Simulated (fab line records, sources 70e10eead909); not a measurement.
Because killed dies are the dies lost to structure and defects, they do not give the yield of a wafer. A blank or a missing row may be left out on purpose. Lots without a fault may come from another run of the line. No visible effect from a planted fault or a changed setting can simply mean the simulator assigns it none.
Which tool was responsible? :: flow nand harc :: 24 lots with 72 wafers sampled at 6 steps, on a route of 1159 steps

== WHAT EACH GAUGE READ, for each wafer ==
Not one reading of a measure or inspect step in the record can be checked against a usual standard deviation.

== WHICH TOOL RAN EACH LOT (tool, then ch and the chambers of the sampled wafers, then the start) ==
lot: L075
NHARC_A_CHANNEL_FILL_D1_STRIP_28: rie diel-12 ch 0,1, day 10 03:26
NHARC_A_STAIRCASE_STRIP_171: plasma asher-01 ch 0,1, day 11 05:25
NHARC_A_STAIRCASE_ETCH_17: rie diel-02 ch 2,3, no start
NHARC_A_STAIRCASE_ETCH_19: rie diel-02 ch 0,1,2, no start
NHARC_A_STAIRCASE_ETCH_23: rie diel-02 ch 1,3, no start
NHARC_A_STAIRCASE_ETCH_25: rie diel-02 ch 0,1,3, no start

lot: L074
NHARC_A_CHANNEL_FILL_D1_STRIP_28: rie diel-10 ch 0,3, day 10 03:26
NHARC_A_STAIRCASE_STRIP_171: plasma asher-02 ch 0,1, day 11 05:14
NHARC_A_STAIRCASE_ETCH_17: rie diel-08 ch 1,3, no start
NHARC_A_STAIRCASE_ETCH_19: rie diel-08 ch 0,3, no start
NHARC_A_STAIRCASE_ETCH_23: rie diel-08 ch 0,1,3, no start
NHARC_A_STAIRCASE_ETCH_25: rie diel-08 ch 2,3, no start

lot: L078
NHARC_A_CHANNEL_FILL_D1_STRIP_28: rie diel-11 ch 0,1,3, day 10 10:27
NHARC_A_STAIRCASE_STRIP_171: plasma asher-02 ch 0,1, day 11 11:57
NHARC_A_STAIRCASE_ETCH_17: rie diel-02 ch 1,2,3, no start
NHARC_A_STAIRCASE_ETCH_19: rie diel-02 ch 0,1, no start
NHARC_A_STAIRCASE_ETCH_23: rie diel-08 ch 0,1,3, no start
NHARC_A_STAIRCASE_ETCH_25: rie diel-08 ch 1,3, no start

lot: L076
NHARC_A_CHANNEL_FILL_D1_STRIP_28: rie diel-10 ch 0,1,3, day 10 10:28
NHARC_A_STAIRCASE_STRIP_171: plasma asher-01 ch 0,1, day 11 12:06
NHARC_A_STAIRCASE_ETCH_17: rie diel-08 ch 1,2,3, no start
NHARC_A_STAIRCASE_ETCH_19: rie diel-08 ch 0,1,3, no start
NHARC_A_STAIRCASE_ETCH_23: rie diel-02 ch 0,1,3, no start
NHARC_A_STAIRCASE_ETCH_25: rie diel-02 ch 0,2,3, no start

lot: L077
NHARC_A_CHANNEL_FILL_D1_STRIP_28: rie diel-12 ch 0,1,2, day 10 14:47
NHARC_A_STAIRCASE_STRIP_171: plasma asher-02 ch 0,1, day 11 16:57
NHARC_A_STAIRCASE_ETCH_17: rie diel-05 ch 0,1, no start
NHARC_A_STAIRCASE_ETCH_19: rie diel-05 ch 0,1, no start
NHARC_A_STAIRCASE_ETCH_23: rie diel-05 ch 1,2, no start
NHARC_A_STAIRCASE_ETCH_25: rie diel-05 ch 0,1,3, no start

lot: L079
NHARC_A_CHANNEL_FILL_D1_STRIP_28: rie diel-10 ch 0,1,3, day 10 14:47
NHARC_A_STAIRCASE_STRIP_171: plasma asher-01 ch 0,1, day 11 17:55
NHARC_A_STAIRCASE_ETCH_17: rie diel-02 ch 2,3, no start
NHARC_A_STAIRCASE_ETCH_19: rie diel-02 ch 0,3, no start
NHARC_A_STAIRCASE_ETCH_23: rie diel-02 ch 0,2,3, no start
NHARC_A_STAIRCASE_ETCH_25: rie diel-02 ch 0,1,3, no start

lot: L080
NHARC_A_CHANNEL_FILL_D1_STRIP_28: rie diel-12 ch 2,3, day 10 20:37
NHARC_A_STAIRCASE_STRIP_171: plasma asher-01 ch 0,1, day 11 21:52
NHARC_A_STAIRCASE_ETCH_17: rie diel-08 ch 1,2,3, no start
NHARC_A_STAIRCASE_ETCH_19: rie diel-08 ch 0,1,3, no start
NHARC_A_STAIRCASE_ETCH_23: rie diel-08 ch 0,2,3, no start
NHARC_A_STAIRCASE_ETCH_25: rie diel-08 ch 0,3, no start

lot: L081
NHARC_A_CHANNEL_FILL_D1_STRIP_28: rie diel-11 ch 0,3, day 11 08:13
NHARC_A_STAIRCASE_STRIP_171: plasma asher-02 ch 0,1, day 12 10:29
NHARC_A_STAIRCASE_ETCH_17: rie diel-02 ch 1,2, no start
NHARC_A_STAIRCASE_ETCH_19: rie diel-02 ch 0,1, no start
NHARC_A_STAIRCASE_ETCH_23: rie diel-02 ch 0,2,3, no start
NHARC_A_STAIRCASE_ETCH_25: rie diel-02 ch 0,2,3, no start

lot: L084
NHARC_A_CHANNEL_FILL_D1_STRIP_28: rie diel-12 ch 0,3, day 11 23:33
NHARC_A_STAIRCASE_STRIP_171: plasma asher-02 ch 0,1, day 13 01:04
NHARC_A_STAIRCASE_ETCH_17: rie diel-08 ch 0,1,2, no start
NHARC_A_STAIRCASE_ETCH_19: rie diel-08 ch 0,1,3, no start
NHARC_A_STAIRCASE_ETCH_23: rie diel-08 ch 1,2,3, no start
NHARC_A_STAIRCASE_ETCH_25: rie diel-08 ch 0,1,3, no start

lot: L082
NHARC_A_CHANNEL_FILL_D1_STRIP_28: rie diel-10 ch 1,2, day 11 23:34
NHARC_A_STAIRCASE_STRIP_171: plasma asher-01 ch 0,1, day 13 01:11
NHARC_A_STAIRCASE_ETCH_17: rie diel-08 ch 0,1,2, no start
NHARC_A_STAIRCASE_ETCH_19: rie diel-08 ch 0,2, no start
NHARC_A_STAIRCASE_ETCH_23: rie diel-02 ch 1,2, no start
NHARC_A_STAIRCASE_ETCH_25: rie diel-02 ch 2,3, no start

lot: L083
NHARC_A_CHANNEL_FILL_D1_STRIP_28: rie diel-11 ch 2,3, day 11 23:35
NHARC_A_STAIRCASE_STRIP_171: plasma asher-02 ch 0, day 13 00:44
NHARC_A_STAIRCASE_ETCH_17: rie diel-02 ch 0,3, no start
NHARC_A_STAIRCASE_ETCH_19: rie diel-02 ch 0,2, no start
NHARC_A_STAIRCASE_ETCH_23: rie diel-02 ch 0,1,2, no start
NHARC_A_STAIRCASE_ETCH_25: rie diel-02 ch 0,3, no start

lot: L088
NHARC_A_CHANNEL_FILL_D1_STRIP_28: rie diel-11 ch 0,2,3, day 12 16:54
NHARC_A_STAIRCASE_STRIP_171: plasma asher-02 ch 0, day 13 18:07
NHARC_A_STAIRCASE_ETCH_17: rie diel-02 ch 2,3, no start
NHARC_A_STAIRCASE_ETCH_19: rie diel-02 ch 0,1,3, no start
NHARC_A_STAIRCASE_ETCH_23: rie diel-05 ch 1,2, no start
NHARC_A_STAIRCASE_ETCH_25: rie diel-05 ch 0,1, no start

lot: L087
NHARC_A_CHANNEL_FILL_D1_STRIP_28: rie diel-12 ch 1,3, day 12 16:56
NHARC_A_STAIRCASE_STRIP_171: plasma asher-01 ch 0,1, day 13 18:25
NHARC_A_STAIRCASE_ETCH_17: rie diel-05 ch 1,2,3, no start
NHARC_A_STAIRCASE_ETCH_19: rie diel-05 ch 0,3, no start
NHARC_A_STAIRCASE_ETCH_23: rie diel-05 ch 0,3, no start
NHARC_A_STAIRCASE_ETCH_25: rie diel-05 ch 1,2, no start

lot: L085
NHARC_A_CHANNEL_FILL_D1_STRIP_28: rie diel-10 ch 0,1, day 12 20:53
NHARC_A_STAIRCASE_STRIP_171: plasma asher-02 ch 0,1, day 13 22:36
NHARC_A_STAIRCASE_ETCH_17: rie diel-02 ch 0,1,3, no start
NHARC_A_STAIRCASE_ETCH_19: rie diel-02 ch 0,3, no start
NHARC_A_STAIRCASE_ETCH_23: rie diel-02 ch 2,3, no start
NHARC_A_STAIRCASE_ETCH_25: rie diel-02 ch 2,3, no start

lot: L086
NHARC_A_CHANNEL_FILL_D1_STRIP_28: rie diel-11 ch 0,1,2, day 12 20:54
NHARC_A_STAIRCASE_STRIP_171: plasma asher-01 ch 0,1, day 13 22:46
NHARC_A_STAIRCASE_ETCH_17: rie diel-08 ch 0,2,3, no start
NHARC_A_STAIRCASE_ETCH_19: rie diel-08 ch 0,1, no start
NHARC_A_STAIRCASE_ETCH_23: rie diel-02 ch 1,2,3, no start
NHARC_A_STAIRCASE_ETCH_25: rie diel-02 ch 1,3, no start

lot: L089
NHARC_A_CHANNEL_FILL_D1_STRIP_28: rie diel-10 ch 0,2, day 13 10:56
NHARC_A_STAIRCASE_STRIP_171: plasma asher-02 ch 0,1, day 14 12:13
NHARC_A_STAIRCASE_ETCH_17: rie diel-08 ch 0,3, no start
NHARC_A_STAIRCASE_ETCH_19: rie diel-08 ch 1,2,3, no start
NHARC_A_STAIRCASE_ETCH_23: rie diel-02 ch 1,2,3, no start
NHARC_A_STAIRCASE_ETCH_25: rie diel-02 ch 0,2,3, no start

lot: L091
NHARC_A_CHANNEL_FILL_D1_STRIP_28: rie diel-11 ch 0,2, day 13 16:14
NHARC_A_STAIRCASE_STRIP_171: plasma asher-01 ch 0,1, day 14 17:32
NHARC_A_STAIRCASE_ETCH_17: rie diel-05 ch 0,1,2, no start
NHARC_A_STAIRCASE_ETCH_19: rie diel-05 ch 0,1,2, no start
NHARC_A_STAIRCASE_ETCH_23: rie diel-05 ch 1,2,3, no start
NHARC_A_STAIRCASE_ETCH_25: rie diel-05 ch 1,3, no start

lot: L090
NHARC_A_CHANNEL_FILL_D1_STRIP_28: rie diel-10 ch 1,2,3, day 13 16:15
NHARC_A_STAIRCASE_STRIP_171: plasma asher-02 ch 0,1, day 14 17:10
NHARC_A_STAIRCASE_ETCH_17: rie diel-05 ch 0,3, no start
NHARC_A_STAIRCASE_ETCH_19: rie diel-05 ch 0,1,2, no start
NHARC_A_STAIRCASE_ETCH_23: rie diel-08 ch 0,1,3, no start
NHARC_A_STAIRCASE_ETCH_25: rie diel-08 ch 2,3, no start

lot: L094
NHARC_A_CHANNEL_FILL_D1_STRIP_28: rie diel-10 ch 1,2, day 14 07:01
NHARC_A_STAIRCASE_STRIP_171: plasma asher-02 ch 0,1, day 15 08:11
NHARC_A_STAIRCASE_ETCH_17: rie diel-02 ch 2,3, no start
NHARC_A_STAIRCASE_ETCH_19: rie diel-02 ch 1,3, no start
NHARC_A_STAIRCASE_ETCH_23: rie diel-02 ch 0,1,3, no start
NHARC_A_STAIRCASE_ETCH_25: rie diel-02 ch 2,3, no start

lot: L093
NHARC_A_CHANNEL_FILL_D1_STRIP_28: rie diel-11 ch 0,1,2, day 14 07:01
NHARC_A_STAIRCASE_STRIP_171: plasma asher-02 ch 0,1, day 15 11:41
NHARC_A_STAIRCASE_ETCH_17: rie diel-02 ch 0,2,3, no start
NHARC_A_STAIRCASE_ETCH_19: rie diel-02 ch 0,1,3, no start
NHARC_A_STAIRCASE_ETCH_23: rie diel-05 ch 0,1,3, no start
NHARC_A_STAIRCASE_ETCH_25: rie diel-05 ch 1,2, no start

lot: L092
NHARC_A_CHANNEL_FILL_D1_STRIP_28: rie diel-10 ch 0,3, day 14 11:01
NHARC_A_STAIRCASE_STRIP_171: plasma asher-01 ch 0,1, day 15 12:06
NHARC_A_STAIRCASE_ETCH_17: rie diel-02 ch 0,1,3, no start
NHARC_A_STAIRCASE_ETCH_19: rie diel-02 ch 0,1,3, no start
NHARC_A_STAIRCASE_ETCH_23: rie diel-02 ch 0,2, no start
NHARC_A_STAIRCASE_ETCH_25: rie diel-02 ch 1,2, no start

lot: L095
NHARC_A_CHANNEL_FILL_D1_STRIP_28: rie diel-10 ch 2,3, day 14 19:44
NHARC_A_STAIRCASE_STRIP_171: plasma asher-01 ch 0,1, day 15 21:53
NHARC_A_STAIRCASE_ETCH_17: rie diel-05 ch 0,1,3, no start
NHARC_A_STAIRCASE_ETCH_19: rie diel-05 ch 0,2,3, no start
NHARC_A_STAIRCASE_ETCH_23: rie diel-02 ch 0,2,3, no start
NHARC_A_STAIRCASE_ETCH_25: rie diel-02 ch 0,1,3, no start

lot: L096
NHARC_A_CHANNEL_FILL_D1_STRIP_28: rie diel-10 ch 1,3, day 14 19:46
NHARC_A_STAIRCASE_STRIP_171: plasma asher-01 ch 0,1, day 16 00:37
NHARC_A_STAIRCASE_ETCH_17: rie diel-02 ch 0,2,3, no start
NHARC_A_STAIRCASE_ETCH_19: rie diel-02 ch 0,1,2, no start
NHARC_A_STAIRCASE_ETCH_23: rie diel-08 ch 1,2, no start
NHARC_A_STAIRCASE_ETCH_25: rie diel-08 ch 0,3, no start

lot: L097
NHARC_A_CHANNEL_FILL_D1_STRIP_28: rie diel-10 ch 0,2, day 15 10:46
NHARC_A_STAIRCASE_STRIP_171: plasma asher-01 ch 0,1, day 16 11:46
NHARC_A_STAIRCASE_ETCH_17: rie diel-05 ch 1,3, no start
NHARC_A_STAIRCASE_ETCH_19: rie diel-05 ch 0,1, no start
NHARC_A_STAIRCASE_ETCH_23: rie diel-02 ch 0,1,2, no start
NHARC_A_STAIRCASE_ETCH_25: rie diel-02 ch 1,2,3, no start
- NHARC_A_CHANNEL_FILL_D1_STRIP_28: strips in O2, time 20 s.
- NHARC_A_STAIRCASE_STRIP_171: strips in O2.
- NHARC_A_STAIRCASE_ETCH_17: etches the open film in C4F8/O2, target depth 100 nm, time 40.5 s.
- NHARC_A_STAIRCASE_ETCH_19: etches the open film in C4F8/O2, target depth 100 nm, time 40.5 s.
- NHARC_A_STAIRCASE_ETCH_23: etches the open film in C4F8/O2, target depth 100 nm, time 40.5 s.
- NHARC_A_STAIRCASE_ETCH_25: etches the open film in C4F8/O2, target depth 100 nm, time 40.5 s.

== AS READ BY THE TOOLS THEMSELVES (means over the sampled wafers that have a number; for cases with no such wafer, the mark the record gives instead) ==
NHARC_A_CHANNEL_FILL_D1_STRIP_28.
lot: L075
tool: rie diel-12
drypump motor current A (A): 6.4
oes product au (a.u.): 1.003
rf vpp V (V): 58.6
showerhead plenum p Torr (Torr): 3.49
throttle valve pct (%): 17.037

lot: L074
tool: rie diel-10
drypump motor current A (A): 5.8
oes product au (a.u.): 1.006
rf vpp V (V): 58.5
showerhead plenum p Torr (Torr): 3.59
throttle valve pct (%): 17.035

lot: L078
tool: rie diel-11
drypump motor current A (A): 5.7
oes product au (a.u.): 1.005
rf vpp V (V): 59.0
showerhead plenum p Torr (Torr): 3.65
throttle valve pct (%): 17.036

lot: L076
tool: rie diel-10
drypump motor current A (A): 5.7
oes product au (a.u.): 0.994
rf vpp V (V): 58.3
showerhead plenum p Torr (Torr): 3.58
throttle valve pct (%): 17.041

lot: L077
tool: rie diel-12
drypump motor current A (A): 6.0
oes product au (a.u.): 0.997
rf vpp V (V): 57.5
showerhead plenum p Torr (Torr): 3.51
throttle valve pct (%): 17.036

lot: L079
tool: rie diel-10
drypump motor current A (A): 5.7
oes product au (a.u.): 1.002
rf vpp V (V): 58.7
showerhead plenum p Torr (Torr): 3.58
throttle valve pct (%): 17.031

lot: L080
tool: rie diel-12
drypump motor current A (A): 5.7
oes product au (a.u.): 1.008
rf vpp V (V): 57.2
showerhead plenum p Torr (Torr): 3.47
throttle valve pct (%): 17.036

lot: L081
tool: rie diel-11
drypump motor current A (A): 6.0
oes product au (a.u.): 1.001
rf vpp V (V): 58.1
showerhead plenum p Torr (Torr): 3.70
throttle valve pct (%): 17.047

lot: L084
tool: rie diel-12
drypump motor current A (A): 6.4
oes product au (a.u.): 1.019
rf vpp V (V): 57.0
showerhead plenum p Torr (Torr): 3.37
throttle valve pct (%): 17.025

lot: L082
tool: rie diel-10
drypump motor current A (A): 5.9
oes product au (a.u.): 0.994
rf vpp V (V): 58.0
showerhead plenum p Torr (Torr): 3.49
throttle valve pct (%): 17.031

lot: L083
tool: rie diel-11
drypump motor current A (A): 6.1
oes product au (a.u.): 1.003
rf vpp V (V): 57.7
showerhead plenum p Torr (Torr): 3.63
throttle valve pct (%): 17.032

lot: L088
tool: rie diel-11
drypump motor current A (A): 5.9
oes product au (a.u.): 0.994
rf vpp V (V): 57.6
showerhead plenum p Torr (Torr): 3.59
throttle valve pct (%): 17.042

lot: L087
tool: rie diel-12
drypump motor current A (A): 6.2
oes product au (a.u.): 1.021
rf vpp V (V): 57.6
showerhead plenum p Torr (Torr): 3.36
throttle valve pct (%): 17.036

lot: L085
tool: rie diel-10
drypump motor current A (A): 5.6
oes product au (a.u.): 0.996
rf vpp V (V): 56.6
showerhead plenum p Torr (Torr): 3.58
throttle valve pct (%): 17.039

lot: L086
tool: rie diel-11
drypump motor current A (A): 5.6
oes product au (a.u.): 1.002
rf vpp V (V): 58.1
showerhead plenum p Torr (Torr): 3.54
throttle valve pct (%): 17.035

lot: L089
tool: rie diel-10
drypump motor current A (A): 5.8
oes product au (a.u.): 0.997
rf vpp V (V): 58.4
showerhead plenum p Torr (Torr): 3.51
throttle valve pct (%): 17.030

lot: L091
tool: rie diel-11
drypump motor current A (A): 5.7
oes product au (a.u.): 0.997
rf vpp V (V): 57.6
showerhead plenum p Torr (Torr): 3.56
throttle valve pct (%): 17.030

lot: L090
tool: rie diel-10
drypump motor current A (A): 6.0
oes product au (a.u.): 0.991
rf vpp V (V): 57.2
showerhead plenum p Torr (Torr): 3.50
throttle valve pct (%): 17.035

lot: L094
tool: rie diel-10
drypump motor current A (A): 5.9
oes product au (a.u.): 0.997
rf vpp V (V): 57.9
showerhead plenum p Torr (Torr): 3.49
throttle valve pct (%): 17.040

lot: L093
tool: rie diel-11
drypump motor current A (A): 5.6
oes product au (a.u.): 1.015
rf vpp V (V): 57.7
showerhead plenum p Torr (Torr): 3.54
throttle valve pct (%): 17.040

lot: L092
tool: rie diel-10
drypump motor current A (A): 5.7
oes product au (a.u.): 0.997
rf vpp V (V): 58.3
showerhead plenum p Torr (Torr): 3.59
throttle valve pct (%): 17.031

lot: L095
tool: rie diel-10
drypump motor current A (A): 6.1
oes product au (a.u.): 1.001
rf vpp V (V): 57.6
showerhead plenum p Torr (Torr): 3.46
throttle valve pct (%): 17.040

lot: L096
tool: rie diel-10
drypump motor current A (A): 5.9
oes product au (a.u.): 0.992
rf vpp V (V): 57.6
showerhead plenum p Torr (Torr): 3.53
throttle valve pct (%): 17.037

lot: L097
tool: rie diel-10
drypump motor current A (A): 5.5
oes product au (a.u.): 0.988
rf vpp V (V): 58.2
showerhead plenum p Torr (Torr): 3.59
throttle valve pct (%): 17.034

NHARC_A_STAIRCASE_STRIP_171.
lot: L075
tool: plasma asher-01
drypump motor current A (A): 5.44
heater power w (W): 325
temp c (C): 250.09

lot: L074
tool: plasma asher-02
drypump motor current A (A): 5.99
heater power w (W): 318
temp c (C): 250.01

lot: L078
tool: plasma asher-02
drypump motor current A (A): 5.84
heater power w (W): 318
temp c (C): 250.02

lot: L076
tool: plasma asher-01
drypump motor current A (A): 5.46
heater power w (W): 326
temp c (C): 250.22

lot: L077
tool: plasma asher-02
drypump motor current A (A): 5.97
heater power w (W): 323
temp c (C): 249.94

lot: L079
tool: plasma asher-01
drypump motor current A (A): 5.45
heater power w (W): 324
temp c (C): 249.91

lot: L080
tool: plasma asher-01
drypump motor current A (A): 5.45
heater power w (W): 330
temp c (C): 249.91

lot: L081
tool: plasma asher-02
drypump motor current A (A): 5.97
heater power w (W): 324
temp c (C): 250.19

lot: L084
tool: plasma asher-02
drypump motor current A (A): 5.98
heater power w (W): 318
temp c (C): 250.38

lot: L082
tool: plasma asher-01
drypump motor current A (A): 5.43
heater power w (W): 334
temp c (C): 249.93

lot: L083
tool: plasma asher-02
drypump motor current A (A): 5.70
heater power w (W): 306
temp c (C): 249.80

lot: L088
tool: plasma asher-02
drypump motor current A (A): 5.72
heater power w (W): 312
temp c (C): 250.00

lot: L087
tool: plasma asher-01
drypump motor current A (A): 5.45
heater power w (W): 315
temp c (C): 249.99

lot: L085
tool: plasma asher-02
drypump motor current A (A): 5.99
heater power w (W): 321
temp c (C): 249.91

lot: L086
tool: plasma asher-01
drypump motor current A (A): 5.45
heater power w (W): 316
temp c (C): 249.94

lot: L089
tool: plasma asher-02
drypump motor current A (A): 5.83
heater power w (W): 316
temp c (C): 249.86

lot: L091
tool: plasma asher-01
drypump motor current A (A): 5.43
heater power w (W): 330
temp c (C): 250.05

lot: L090
tool: plasma asher-02
drypump motor current A (A): 5.86
heater power w (W): 317
temp c (C): 250.09

lot: L094
tool: plasma asher-02
drypump motor current A (A): 5.81
heater power w (W): 315
temp c (C): 249.98

lot: L093
tool: plasma asher-02
drypump motor current A (A): 5.98
heater power w (W): 320
temp c (C): 250.17

lot: L092
tool: plasma asher-01
drypump motor current A (A): 5.44
heater power w (W): 329
temp c (C): 249.93

lot: L095
tool: plasma asher-01
drypump motor current A (A): 5.44
heater power w (W): 332
temp c (C): 250.09

lot: L096
tool: plasma asher-01
drypump motor current A (A): 5.46
heater power w (W): 315
temp c (C): 249.99

lot: L097
tool: plasma asher-01
drypump motor current A (A): 5.45
heater power w (W): 331
temp c (C): 249.99

NHARC_A_STAIRCASE_ETCH_17.
lot: L075
tool: rie diel-02
oes product au (a.u.): 0.944
rf vpp V (V): 896

lot: L074
tool: rie diel-08
oes product au (a.u.): 0.943
rf vpp V (V): 893

lot: L078
tool: rie diel-02
oes product au (a.u.): 0.951
rf vpp V (V): 895

lot: L076
tool: rie diel-08
oes product au (a.u.): 0.959
rf vpp V (V): 890

lot: L077
tool: rie diel-05
oes product au (a.u.): 0.943
rf vpp V (V): 889

lot: L079
tool: rie diel-02
oes product au (a.u.): 0.947
rf vpp V (V): 893

lot: L080
tool: rie diel-08
oes product au (a.u.): 0.942
rf vpp V (V): 890

lot: L081
tool: rie diel-02
oes product au (a.u.): 0.937
rf vpp V (V): 892

lot: L084
tool: rie diel-08
oes product au (a.u.): 0.944
rf vpp V (V): 887

lot: L082
tool: rie diel-08
oes product au (a.u.): 0.951
rf vpp V (V): 888

lot: L083
tool: rie diel-02
oes product au (a.u.): 0.946
rf vpp V (V): 896

lot: L088
tool: rie diel-02
oes product au (a.u.): 0.925
rf vpp V (V): 892

lot: L087
tool: rie diel-05
oes product au (a.u.): 0.944
rf vpp V (V): 896

lot: L085
tool: rie diel-02
oes product au (a.u.): 0.958
rf vpp V (V): 896

lot: L086
tool: rie diel-08
oes product au (a.u.): 0.944
rf vpp V (V): 896

lot: L089
tool: rie diel-08
oes product au (a.u.): 0.945
rf vpp V (V): 890

lot: L091
tool: rie diel-05
oes product au (a.u.): 0.937
rf vpp V (V): 895

lot: L090
tool: rie diel-05
oes product au (a.u.): 0.929
rf vpp V (V): 890

lot: L094
tool: rie diel-02
oes product au (a.u.): 0.954
rf vpp V (V): 895

lot: L093
tool: rie diel-02
oes product au (a.u.): 0.946
rf vpp V (V): 895

lot: L092
tool: rie diel-02
oes product au (a.u.): 0.942
rf vpp V (V): 896

lot: L095
tool: rie diel-05
oes product au (a.u.): 0.947
rf vpp V (V): 890

lot: L096
tool: rie diel-02
oes product au (a.u.): 0.945
rf vpp V (V): 893

lot: L097
tool: rie diel-05
oes product au (a.u.): 0.932
rf vpp V (V): 892

NHARC_A_STAIRCASE_ETCH_19.
lot: L075
tool: rie diel-02
oes product au (a.u.): 0.946
rf vpp V (V): 894

lot: L074
tool: rie diel-08
oes product au (a.u.): 0.953
rf vpp V (V): 891

lot: L078
tool: rie diel-02
oes product au (a.u.): 0.947
rf vpp V (V): 898

lot: L076
tool: rie diel-08
oes product au (a.u.): 0.949
rf vpp V (V): 891

lot: L077
tool: rie diel-05
oes product au (a.u.): 0.938
rf vpp V (V): 890

lot: L079
tool: rie diel-02
oes product au (a.u.): 0.942
rf vpp V (V): 898

lot: L080
tool: rie diel-08
oes product au (a.u.): 0.943
rf vpp V (V): 891

lot: L081
tool: rie diel-02
oes product au (a.u.): 0.952
rf vpp V (V): 897

lot: L084
tool: rie diel-08
oes product au (a.u.): 0.946
rf vpp V (V): 891

lot: L082
tool: rie diel-08
oes product au (a.u.): 0.953
rf vpp V (V): 887

lot: L083
tool: rie diel-02
oes product au (a.u.): 0.939
rf vpp V (V): 893

lot: L088
tool: rie diel-02
oes product au (a.u.): 0.936
rf vpp V (V): 897

lot: L087
tool: rie diel-05
oes product au (a.u.): 0.943
rf vpp V (V): 890

lot: L085
tool: rie diel-02
oes product au (a.u.): 0.953
rf vpp V (V): 895

lot: L086
tool: rie diel-08
oes product au (a.u.): 0.948
rf vpp V (V): 889

lot: L089
tool: rie diel-08
oes product au (a.u.): 0.944
rf vpp V (V): 896

lot: L091
tool: rie diel-05
oes product au (a.u.): 0.926
rf vpp V (V): 893

lot: L090
tool: rie diel-05
oes product au (a.u.): 0.938
rf vpp V (V): 894

lot: L094
tool: rie diel-02
oes product au (a.u.): 0.959
rf vpp V (V): 897

lot: L093
tool: rie diel-02
oes product au (a.u.): 0.945
rf vpp V (V): 896

lot: L092
tool: rie diel-02
oes product au (a.u.): 0.954
rf vpp V (V): 896

lot: L095
tool: rie diel-05
oes product au (a.u.): 0.935
rf vpp V (V): 896

lot: L096
tool: rie diel-02
oes product au (a.u.): 0.941
rf vpp V (V): 893

lot: L097
tool: rie diel-05
oes product au (a.u.): 0.933
rf vpp V (V): 888

NHARC_A_STAIRCASE_ETCH_23.
lot: L075
tool: rie diel-02
oes product au (a.u.): 0.935
rf vpp V (V): 898

lot: L074
tool: rie diel-08
oes product au (a.u.): 0.934
rf vpp V (V): 890

lot: L078
tool: rie diel-08
oes product au (a.u.): 0.936
rf vpp V (V): 891

lot: L076
tool: rie diel-02
oes product au (a.u.): 0.943
rf vpp V (V): 897

lot: L077
tool: rie diel-05
oes product au (a.u.): 0.950
rf vpp V (V): 896

lot: L079
tool: rie diel-02
oes product au (a.u.): 0.958
rf vpp V (V): 894

lot: L080
tool: rie diel-08
oes product au (a.u.): 0.963
rf vpp V (V): 890

lot: L081
tool: rie diel-02
oes product au (a.u.): 0.942
rf vpp V (V): 895

lot: L084
tool: rie diel-08
oes product au (a.u.): 0.946
rf vpp V (V): 890

lot: L082
tool: rie diel-02
oes product au (a.u.): 0.949
rf vpp V (V): 892

lot: L083
tool: rie diel-02
oes product au (a.u.): 0.944
rf vpp V (V): 893

lot: L088
tool: rie diel-05
oes product au (a.u.): 0.926
rf vpp V (V): 900

lot: L087
tool: rie diel-05
oes product au (a.u.): 0.935
rf vpp V (V): 890

lot: L085
tool: rie diel-02
oes product au (a.u.): 0.942
rf vpp V (V): 895

lot: L086
tool: rie diel-02
oes product au (a.u.): 0.937
rf vpp V (V): 895

lot: L089
tool: rie diel-02
oes product au (a.u.): 0.961
rf vpp V (V): 895

lot: L091
tool: rie diel-05
oes product au (a.u.): 0.943
rf vpp V (V): 895

lot: L090
tool: rie diel-08
oes product au (a.u.): 0.944
rf vpp V (V): 889

lot: L094
tool: rie diel-02
oes product au (a.u.): 0.954
rf vpp V (V): 895

lot: L093
tool: rie diel-05
oes product au (a.u.): 0.932
rf vpp V (V): 890

lot: L092
tool: rie diel-02
oes product au (a.u.): 0.950
rf vpp V (V): 891

lot: L095
tool: rie diel-02
oes product au (a.u.): 0.954
rf vpp V (V): 894

lot: L096
tool: rie diel-08
oes product au (a.u.): 0.948
rf vpp V (V): 899

lot: L097
tool: rie diel-02
oes product au (a.u.): 0.960
rf vpp V (V): 893

NHARC_A_STAIRCASE_ETCH_25.
lot: L075
tool: rie diel-02
oes product au (a.u.): 0.953
rf vpp V (V): 897

lot: L074
tool: rie diel-08
oes product au (a.u.): 0.967
rf vpp V (V): 889

lot: L078
tool: rie diel-08
oes product au (a.u.): 0.941
rf vpp V (V): 892

lot: L076
tool: rie diel-02
oes product au (a.u.): 0.936
rf vpp V (V): 895

lot: L077
tool: rie diel-05
oes product au (a.u.): 0.949
rf vpp V (V): 891

lot: L079
tool: rie diel-02
oes product au (a.u.): 0.946
rf vpp V (V): 897

lot: L080
tool: rie diel-08
oes product au (a.u.): 0.964
rf vpp V (V): 891

lot: L081
tool: rie diel-02
oes product au (a.u.): 0.940
rf vpp V (V): 894

lot: L084
tool: rie diel-08
oes product au (a.u.): 0.951
rf vpp V (V): 892

lot: L082
tool: rie diel-02
oes product au (a.u.): 0.941
rf vpp V (V): 893

lot: L083
tool: rie diel-02
oes product au (a.u.): 0.949
rf vpp V (V): 897

lot: L088
tool: rie diel-05
oes product au (a.u.): 0.927
rf vpp V (V): 889

lot: L087
tool: rie diel-05
oes product au (a.u.): 0.951
rf vpp V (V): 900

lot: L085
tool: rie diel-02
oes product au (a.u.): 0.939
rf vpp V (V): 893

lot: L086
tool: rie diel-02
oes product au (a.u.): 0.952
rf vpp V (V): 897

lot: L089
tool: rie diel-02
oes product au (a.u.): 0.945
rf vpp V (V): 894

lot: L091
tool: rie diel-05
oes product au (a.u.): 0.939
rf vpp V (V): 893

lot: L090
tool: rie diel-08
oes product au (a.u.): 0.934
rf vpp V (V): 898

lot: L094
tool: rie diel-02
oes product au (a.u.): 0.970
rf vpp V (V): 896

lot: L093
tool: rie diel-05
oes product au (a.u.): 0.944
rf vpp V (V): 895

lot: L092
tool: rie diel-02
oes product au (a.u.): 0.947
rf vpp V (V): 893

lot: L095
tool: rie diel-02
oes product au (a.u.): 0.919
rf vpp V (V): 897

lot: L096
tool: rie diel-08
oes product au (a.u.): 0.926
rf vpp V (V): 892

lot: L097
tool: rie diel-02
oes product au (a.u.): 0.959
rf vpp V (V): 895

== THE ANSWER, worked out from the rows above alone ==
Rule: the usual values come from the lots themselves. Put in order of their means at a reading, lots are off if they are a third of the lots or fewer, leave a main group of 4 or more, and stand apart from it by a gap of 3 or more times the standard deviation of the main group's means; of several such gaps the widest counts. If all means in a main group match to the digits the tables above print for the reading, that group is not used. Also off: a lot with no number at a reading for which 4 or more lots have one. The other lots that the step has rows for count as sound. After the gauges, taken in route order, come the tools' own readings; for these a lot's mean is taken, as printed above. The first step at which some lot is off is used, and at that step the reading that is off furthest; a lot without a number counts as furthest.
No lot is off on any of the readings shown, so nothing can be concluded from this.

== WHAT HAD BEEN PUT IN BY THE SIMULATOR ==
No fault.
